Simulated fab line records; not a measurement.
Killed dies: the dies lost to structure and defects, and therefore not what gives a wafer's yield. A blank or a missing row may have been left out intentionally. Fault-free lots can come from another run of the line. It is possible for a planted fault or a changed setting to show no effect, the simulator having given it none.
fab line records | flow nand_harc
[record] lots = 6 | wafers = 16 | last_day = 24
route steps=1159 shown A_ZERO_WELL@412 A_SOURCE_PLATE@413 A_ONON_D1@424 END@1159
lots that met no fault: taken from a fault-free run of the same line
start_h: hours from the record's first day to the start of the lot's first wafer shown | wait_h: hours since the lot's step before | " identical to the entry in the row above | L1.1+2: one row covering several wafers at once | - no value present, or no start provided | * or withheld: withheld | < > ~ a bound
route shown NAME@n: names a module that has steps shown in the file, with the first one's number in the route | usual: average and standard deviation across the fault-free wafers | same: alike in all rows | chamber/n: place in a boat | sites: each site's reading | _std_site: standard deviation of those values | _edge_site: inner sites' mean taken away from outer sites' mean | radius_mm: for every site, how far away it sits from the centre of the wafer | mask NAME#n: copy n | behind: tool/chamber where the wafer was last shaped | hold: the reason the lot was held/the length of the hold in hours/how it ended | device: whichever transistor did not switch (one of n, p or np) | end of line: the tests these same wafers got at the end of their route | where a step has no rows: the recipe by itself | killed: the dies lost at the first sort to structure and to defects; this is not the yield of the wafer | map: per-die view of a wafer (x killed, . not killed, _ where there is no die)
set.NAME: the setting as run; set.NAME@STEP: as run at that earlier step | model.NAME: the simulator's own value behind a step, which no gauge read
lots at some steps of the route; a table a step, a row a wafer
services: when a tool's chamber went out of use (start_h, in hours from the record's first day, below 0 if earlier), for how many hours, and the reason
[[steps]]
[step NHARC_A_ZERO_WELL_INSPECT_17]
[usual] raw_defect_count = 12/5.9
lot.wafer | tool              | chamber | start_h | wait_h | raw_defect_count
L333.2    | defect_inspect-02 | -       | 152.16  | 0.1    | 16
L333.5    | "                 | -       | "       | "      | 18
L333.6    | "                 | -       | "       | "      | 5
L336.1    | defect_inspect-02 | -       | 167.54  | 0.2    | 12
L336.2    | "                 | -       | "       | "      | 15
L336.6    | "                 | -       | "       | "      | 16
L337.2    | defect_inspect-02 | -       | 178.49  | 0.1    | 11
L337.3    | "                 | -       | "       | "      | 10
L343.2    | defect_inspect-02 | -       | 213.58  | 0.1    | 19
L343.3    | "                 | -       | "       | "      | 12
L345.1    | defect_inspect-02 | -       | 228.56  | 0.2    | 8
L345.2    | "                 | -       | "       | "      | 10
L345.5    | "                 | -       | "       | "      | 10
L350.2    | defect_inspect-02 | -       | 255.81  | 0.2    | 27
L350.3    | "                 | -       | "       | "      | 18
L350.6    | "                 | -       | "       | "      | 23
[step NHARC_A_SOURCE_PLATE_PRECLEAN_00]
[recipe] time_s = 60 | chemistry = HF-LAST
[step NHARC_A_SOURCE_PLATE_SRD_01]
[step NHARC_A_SOURCE_PLATE_OXIDE_02]
[recipe] target_thk_a = 100 | temp_c = 900 | ox_time_s = 1362 | material = SiO2
[step NHARC_A_SOURCE_PLATE_THK_MEAS_09]
[recipe] thk_meas_gauge = ellipsometry
[usual] thk_nm = 9.6/0.94
lot.wafer | tool          | chamber | start_h | wait_h | thk_nm
L333.2    | film_metro-02 | -       | 161.26  | 0.4    | 10.0
L333.5    | "             | -       | "       | "      | 9.5
L333.6    | "             | -       | "       | "      | 10.6
L336.1    | film_metro-02 | -       | 174.26  | 0.4    | 8.0
L336.2    | "             | -       | "       | "      | 9.4
L336.6    | "             | -       | "       | "      | 11.8
L337.2    | film_metro-01 | -       | 185.57  | 0.4    | 8.6
L337.3    | "             | -       | "       | "      | 7.5
L343.2    | film_metro-01 | -       | 223.01  | 0.4    | 9.0
L343.3    | "             | -       | "       | "      | 10.4
L345.1    | film_metro-02 | -       | 236.49  | 0.4    | 8.8
L345.2    | "             | -       | "       | "      | 10.4
L345.5    | "             | -       | "       | "      | 10.7
L350.2    | film_metro-01 | -       | 261.96  | 0.4    | 9.0
L350.3    | "             | -       | "       | "      | 11.3
L350.6    | "             | -       | "       | "      | 8.5
[step NHARC_A_SOURCE_PLATE_PVD_04]
[recipe] target_thk_a = 500 | material = WSi2
[step NHARC_A_SOURCE_PLATE_CVD_03]
[recipe] target_thk_a = 2000 | temp_c = 620 | pressure_mtorr = 200 | time_s = 4000 | material = poly-Si
[step NHARC_A_SOURCE_PLATE_ANNEAL_05]
[recipe] temp_c = 850 | time_s = 1800
[step NHARC_A_SOURCE_PLATE_THK_MEAS_06]
[recipe] thk_meas_gauge = ellipsometry
[usual] thk_nm = 200.6/2.5
lot.wafer | tool          | chamber | start_h | wait_h | thk_nm
L333.2    | film_metro-01 | -       | 175.09  | 0.4    | 199.6
L333.5    | "             | -       | "       | "      | 199.5
L333.6    | "             | -       | "       | "      | 198.9
L336.1    | film_metro-02 | -       | 189.10  | 0.4    | 198.8
L336.2    | "             | -       | "       | "      | 199.1
L336.6    | "             | -       | "       | "      | 201.3
L337.2    | film_metro-01 | -       | 198.58  | 0.4    | 201.2
L337.3    | "             | -       | "       | "      | 200.6
L343.2    | film_metro-01 | -       | 237.51  | 0.4    | 198.1
L343.3    | "             | -       | "       | "      | 199.4
L345.1    | film_metro-01 | -       | 251.32  | 0.4    | 205.4
L345.2    | "             | -       | "       | "      | 200.7
L345.5    | "             | -       | "       | "      | 204.4
L350.2    | film_metro-02 | -       | 275.32  | 0.4    | 202.6
L350.3    | "             | -       | "       | "      | 202.7
L350.6    | "             | -       | "       | "      | 203.3
[step NHARC_A_SOURCE_PLATE_INSPECT_08]
[usual] raw_defect_count = 58/27
lot.wafer | tool              | chamber | start_h | wait_h | raw_defect_count
L333.2    | defect_inspect-02 | -       | 175.16  | 0.0    | 66
L333.5    | "                 | -       | "       | "      | 46
L333.6    | "                 | -       | "       | "      | 34
L336.1    | defect_inspect-02 | -       | 189.19  | 0.0    | 72
L336.2    | "                 | -       | "       | "      | 65
L336.6    | "                 | -       | "       | "      | 42
L337.2    | defect_inspect-01 | -       | 198.69  | 0.0    | 81
L337.3    | "                 | -       | "       | "      | 71
L343.2    | defect_inspect-02 | -       | 237.57  | 0.0    | 41
L343.3    | "                 | -       | "       | "      | 54
L345.1    | defect_inspect-02 | -       | 251.39  | 0.0    | 104
L345.2    | "                 | -       | "       | "      | 90
L345.5    | "                 | -       | "       | "      | 87
L350.2    | defect_inspect-02 | -       | 275.39  | 0.0    | 77
L350.3    | "                 | -       | "       | "      | 59
L350.6    | "                 | -       | "       | "      | 78
[step NHARC_A_ONON_D1_DEP_00]
[recipe] target_thk_a = 10000 | n2_flow_sccm = 2750 | n2o_flow_sccm = 2000 | nh3_flow_sccm = 500 | sih4_flow_sccm = 210 | temp_c = 400
[usual] n2o_flow_sccm = 1999/5.8 | nh3_flow_sccm = 499.9/1.4
lot.wafer | tool          | chamber | start_h | wait_h | n2o_flow_sccm | nh3_flow_sccm
L333.2    | pecvd_onon-03 | 0       | 175.28  | 0.1    | 2005          | 501.5
L333.5    | "             | 0       | "       | "      | 2008          | 501.4
L333.6    | "             | 0       | "       | "      | 2013          | 499.8
L336.1    | pecvd_onon-01 | 0       | 189.25  | 0.1    | 2001          | 497.8
L336.2    | "             | 0       | "       | "      | 2012          | 500.0
L336.6    | "             | 0       | "       | "      | 2005          | 499.8
L337.2    | pecvd_onon-03 | 0       | 199.02  | 0.3    | 1999          | 501.7
L337.3    | "             | 0       | "       | "      | 1996          | 498.6
L343.2    | pecvd_onon-03 | 0       | 237.70  | 0.1    | 2003          | 500.2
L343.3    | "             | 0       | "       | "      | 1997          | 500.1
L345.1    | pecvd_onon-01 | 0       | 251.46  | 0.1    | 1999          | 500.5
L345.2    | "             | 0       | "       | "      | 2005          | 500.6
L345.5    | "             | 0       | "       | "      | 1996          | 500.0
L350.2    | pecvd_onon-04 | 0       | 275.51  | 0.1    | 1996          | 500.2
L350.3    | "             | 0       | "       | "      | 1990          | 498.0
L350.6    | "             | 0       | "       | "      | 1992          | 498.3
[step NHARC_A_ONON_D1_THK_MEAS_02]
[recipe] thk_meas_gauge = ellipsometry
[usual] thk_nm = 1003/7
lot.wafer | tool          | chamber | start_h | wait_h | thk_nm
L333.2    | film_metro-02 | -       | 175.74  | -      | 1000
L333.5    | "             | -       | "       | "      | 1000
L333.6    | "             | -       | "       | "      | 1001
L336.1    | film_metro-01 | -       | 189.77  | -      | 1014
L336.2    | "             | -       | "       | "      | 1014
L336.6    | "             | -       | "       | "      | 1014
L337.2    | film_metro-01 | -       | 199.47  | -      | 757
L337.3    | "             | -       | "       | "      | 1000
L343.2    | film_metro-01 | -       | 238.15  | -      | 758
L343.3    | "             | -       | "       | "      | 1003
L345.1    | film_metro-01 | -       | 251.96  | -      | 1003
L345.2    | "             | -       | "       | "      | 1004
L345.5    | "             | -       | "       | "      | 1004
L350.2    | film_metro-01 | -       | 275.97  | -      | 994
L350.3    | "             | -       | "       | "      | 994
L350.6    | "             | -       | "       | "      | 994
[step NHARC_A_ONON_D1_DEP_03]
[recipe] target_thk_a = 10000 | n2_flow_sccm = 2750 | n2o_flow_sccm = 2000 | nh3_flow_sccm = 500 | sih4_flow_sccm = 210 | temp_c = 400
[step NHARC_END_SORT_01]
[recipe] temp_c = 25
[usual] killed_at_array = 29/11 | killed_at_other = 0.6/0.89 | killed_at_periphery = 3.8/2.8 | killed_dies = 33/12 | killed_open = 3.5/1.9 | killed_short = 1.9/1.3
[same] gross_dies = 677
lot.wafer | tool      | chamber | start_h | wait_h | killed_at_array | killed_at_other | killed_at_periphery | killed_dies | killed_open | killed_short
L345.1    | prober-02 | 0       | 526.07  | 2.5    | 36              | 0               | 3                   | 39          | 0           | 3
L345.2    | prober-02 | 0       | 526.88  | 2.8    | 37              | 0               | 15                  | 52          | 4           | 2
L345.5    | prober-02 | 0       | 529.29  | 3.7    | 27              | 0               | 6                   | 33          | 2           | 0
// killed by level:class
L345.1 A_CHANNEL_HOLE_D1:chamber_film_flake=16 A_SLIT:chamber_film_flake=13 P_CONTACT:chamber_film_flake=3 A_WL_FILL:geometric_particle:short=2 A_CONTACT:chamber_film_flake=2 A_ONON_D1:geometric_particle:short=1 A_STAIRCASE:chamber_film_flake=1 A_WL_FILL:chamber_film_flake=1
L345.2 A_CHANNEL_HOLE_D1:chamber_film_flake=16 P_CONTACT:chamber_film_flake=11 A_SLIT:chamber_film_flake=9 A_CONTACT:chamber_film_flake=3 A_CONTACT:geometric_particle:open=2 A_CONTACT:geometric_particle:short=2 P_GATE:chamber_film_flake=2 A_STAIRCASE:chamber_film_flake=2
L345.5 A_CHANNEL_HOLE_D1:chamber_film_flake=15 A_SLIT:chamber_film_flake=8 P_CONTACT:chamber_film_flake=5 A_ONON_D1:geometric_particle:open=2 A_WL_FILL:chamber_film_flake=2 P_ZERO_WELL:chamber_film_flake=1
[[services]]
tool          | chamber | start_h | hours | kind
pecvd_onon-03 | -       | 153.00  | 13.0  | pm
pecvd_onon-01 | -       | 172.79  | 7.4   | repair
pecvd_onon-01 | -       | 195.00  | 13.0  | pm
pecvd_onon-04 | -       | 237.00  | 13.0  | pm
[[key]]
[first_sign] step = NHARC_A_ONON_D1_THK_MEAS_02 | reading = thk_nm | direction = down | sigmas = 35 | usual = 1003 | struck = 758
effect none on later readings
met_at NHARC_A_ONON_D1_DEP_00
struck_wafers L337.2,L343.2
sort_left_out L337.2
tester_left_out L337,L343
onset_between 175.28 199.02
[fault] kind = process_parameter_drift | tool = pecvd_onon-03 | chamber = - | onset_h = 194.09 | steps = NHARC_A_ONON_D1_DEP_00 | channel = target_thk_a | offset = * | shape = step | end_h = 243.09 | scope = struck_wafers_only | acts_in = * | stated = *
// tester_left_out: of these lots the tester's yield and bins aren't shown, on N5 and GAA mostly nor the transistor test; their killed dies are dies lost to structure and defects alone, not to doping, threshold or leakage, so they don't give the yield
// sort_left_out: the simulated sort isn't trusted on such a fault, so these wafers' sort isn't shown, and their yield isn't known
